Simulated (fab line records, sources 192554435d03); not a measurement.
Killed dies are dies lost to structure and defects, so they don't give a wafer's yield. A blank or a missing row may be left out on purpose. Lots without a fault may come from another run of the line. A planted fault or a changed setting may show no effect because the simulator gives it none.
Chamber matching | flow n5_finfet | N5_BEOL_M7_ALD_77 on ald_metal-02: 4 sister chambers
The step deposits TaN, target thk 2 nm, pulse time 2 s, purge time 3 s. 4 wafers are shown with their chamber, then 8 later ones without.

WAFERS WITH THEIR CHAMBER
wafer  | chamber | heater_power_w (W)
L080.5 | 3       | 462
L091.2 | 2       | 419
L091.4 | 1       | 473
L095.1 | 0       | 400

WAFERS WITHOUT THEIR CHAMBER
wafer  | heater_power_w (W)
L095.4 | 468
L095.6 | 391
L086.3 | 477
L086.4 | 409
L086.5 | 412
L096.3 | 423
L096.4 | 463
L096.5 | 402

WHICH CHAMBER EACH WENT THROUGH
wafer  | from the rows above     | in truth
L095.4 | can't be placed: 1 or 3 | 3
L095.6 | 0                       | 0
L086.3 | can't be placed: 1 or 3 | 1
L086.4 | can't be placed: 0 or 2 | 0
L086.5 | can't be placed: 2 or 0 | 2
L096.3 | 2                       | 2
L096.4 | can't be placed: 3 or 1 | 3
L096.5 | 0                       | 0
Placed correctly: 3 of 8. Can't be placed from these rows: 5 (the true chamber is among the candidates in 5). Placed wrongly: 0.
How it was worked out, from the rows above alone: a wafer's distance from a chamber is the root of the sum, over the readings, of the square of ((its reading less the chamber's mean) divided by the reading's scatter). The wafer belongs to the nearest chamber; if the next one is less than 2 further off, it can't be placed. A chamber's mean is the mean of its shown wafers. The scatter: with one shown wafer a chamber, the root of the mean of the squares of how far each hidden wafer lies from its nearest shown one.
